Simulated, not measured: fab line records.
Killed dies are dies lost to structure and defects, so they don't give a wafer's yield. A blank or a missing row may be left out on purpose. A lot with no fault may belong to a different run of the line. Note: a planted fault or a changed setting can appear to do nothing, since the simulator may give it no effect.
Chamber matching + flow n5Finfet + N5_BEOL_M10_CURE_72 on uvCure-02: 3 sister chambers
The step cures SiCOH lowk, time 120 s. 3 wafers are shown with their chamber, then 10 later ones without.

## WAFERS PAIRED WITH THEIR CHAMBERS
| wafer  | chamber | wafer_temp_C_max |
|--------|---------|------------------|
| L080.6 | 0       | 371.6            |
| L086.6 | 1       | 371.6            |
| L087.4 | 2       | 372.2            |

## WAFERS MISSING THEIR CHAMBER
| wafer  | wafer_temp_C_max |
|--------|------------------|
| L087.6 | 372.5            |
| L088.2 | 371.5            |
| L088.3 | 371.2            |
| L088.4 | 371.3            |
| L092.2 | 371.6            |
| L092.3 | 371.8            |
| L092.4 | 371.3            |
| L095.2 | 370.9            |
| L095.5 | 371.2            |
| L095.6 | 371.3            |

## WHICH CHAMBER EACH ONE RAN IN
| wafer  | from the rows above          | in truth |
|--------|------------------------------|----------|
| L087.6 | can't be placed: 2 or 0 or 1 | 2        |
| L088.2 | can't be placed: 0 or 1 or 2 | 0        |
| L088.3 | can't be placed: 0 or 1 or 2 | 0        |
| L088.4 | can't be placed: 0 or 1 or 2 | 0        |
| L092.2 | can't be placed: 0 or 1 or 2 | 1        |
| L092.3 | can't be placed: 0 or 1 or 2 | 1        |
| L092.4 | can't be placed: 0 or 1 or 2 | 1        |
| L095.2 | can't be placed: 0 or 1 or 2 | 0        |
| L095.5 | can't be placed: 0 or 1 or 2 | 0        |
| L095.6 | can't be placed: 0 or 1 or 2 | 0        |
0 of 10 placed correctly. Can't be placed from these rows: 10 (the true chamber is among the candidates in 10). Number placed wrongly: 0.
How it was worked out, from the rows above alone: a wafer's distance from a chamber is the root of the sum, over the readings, of the square of ((its reading less the chamber's mean) divided by the reading's scatter). The wafer belongs to the nearest chamber; if the next one is less than 2 further off, it can't be placed. Each chamber's mean is taken over the wafers shown for it. The scatter: with one shown wafer a chamber, the root of the mean of the squares of how far each hidden wafer lies from its nearest shown one.
